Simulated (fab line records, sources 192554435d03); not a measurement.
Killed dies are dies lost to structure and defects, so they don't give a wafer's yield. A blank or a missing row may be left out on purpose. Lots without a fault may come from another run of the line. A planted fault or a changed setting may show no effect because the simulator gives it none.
Chamber matching | flow n5_finfet | N5_BEOL_M7_CMP_52 on cmp-03: 4 sister chambers
The step polishes, stops on SiCOH lowk, t overpolish 6.9 s, target thk 80 nm. 18 wafers are shown with their chamber, then 9 later ones without.

WAFERS WITH THEIR CHAMBER
wafer  | chamber | motor_current_A (A) | overpolish_run_s (s) | time_to_endpoint_s (s)
L074.2 | 3       | 6.5                 | 6.896                | 62.0
L074.3 | 0       | 5.7                 | 6.907                | 62.1
L074.5 | 0       | 5.7                 | 6.889                | 62.2
L075.3 | 1       | 7.1                 | 6.899                | 61.4
L075.5 | 2       | 5.6                 | 6.897                | 63.4
L075.6 | 1       | 6.7                 | 6.896                | 60.5
L079.3 | 3       | 6.8                 | 6.900                | 66.6
L079.4 | 0       | 5.6                 | 6.896                | 65.9
L079.6 | 2       | 5.7                 | 6.880                | 65.6
L080.1 | 1       | 6.6                 | 6.903                | 63.4
L080.3 | 2       | 5.6                 | 6.898                | 63.9
L080.4 | 3       | 6.8                 | 6.894                | 58.1
L081.1 | 0       | 5.8                 | 6.903                | 62.4
L081.2 | 2       | 5.8                 | 6.894                | 62.7
L081.5 | 3       | 6.8                 | 6.913                | 62.1
L083.1 | 2       | 5.8                 | 6.906                | 61.6
L083.3 | 0       | 5.8                 | 6.898                | 60.5
L083.6 | 1       | 6.9                 | 6.916                | 61.2

SIGNATURES (means of the wafers above)
reading            | chamber 0 | chamber 1 | chamber 2 | chamber 3 | scatter within a chamber
motor_current_A    | 5.720     | 6.825     | 5.700     | 6.725     | 0.142
overpolish_run_s   | 6.89860   | 6.90350   | 6.89500   | 6.90075   | 0.00846
time_to_endpoint_s | 62.620    | 61.625    | 63.440    | 62.200    | 2.16
Rule: a wafer's distance from a chamber is the root of the sum, over the readings, of the square of ((its reading less the chamber's mean) divided by the reading's scatter). The wafer belongs to the nearest chamber; if the next one is less than 2 further off, it can't be placed. The scatter: the root of (the sum of the squares of (reading less its chamber's mean) over the shown wafers, divided by (wafers less chambers)).

WAFERS WITHOUT THEIR CHAMBER
wafer  | motor_current_A (A) | overpolish_run_s (s) | time_to_endpoint_s (s)
L087.3 | 5.8                 | 6.901                | 65.4
L087.5 | 7.0                 | 6.896                | 64.0
L087.6 | 5.9                 | 6.909                | 65.3
L091.1 | 7.1                 | 6.910                | 57.8
L091.2 | 5.6                 | 6.908                | 60.2
L091.4 | 5.8                 | 6.908                | 61.4
L093.1 | 5.7                 | 6.885                | 57.6
L093.3 | 6.7                 | 6.898                | 60.3
L093.6 | 5.9                 | 6.903                | 60.5

WHICH CHAMBER EACH WENT THROUGH
wafer  | from the rows above     | in truth
L087.3 | can't be placed: 2 or 0 | 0
L087.5 | can't be placed: 1 or 3 | 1
L087.6 | can't be placed: 0 or 2 | 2
L091.1 | can't be placed: 1 or 3 | 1
L091.2 | can't be placed: 0 or 2 | 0
L091.4 | can't be placed: 0 or 2 | 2
L093.1 | can't be placed: 0 or 2 | 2
L093.3 | can't be placed: 3 or 1 | 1
L093.6 | can't be placed: 0 or 2 | 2
Placed correctly: 0 of 9. Can't be placed from these rows: 9 (the true chamber is among the candidates in 9). Placed wrongly: 0.
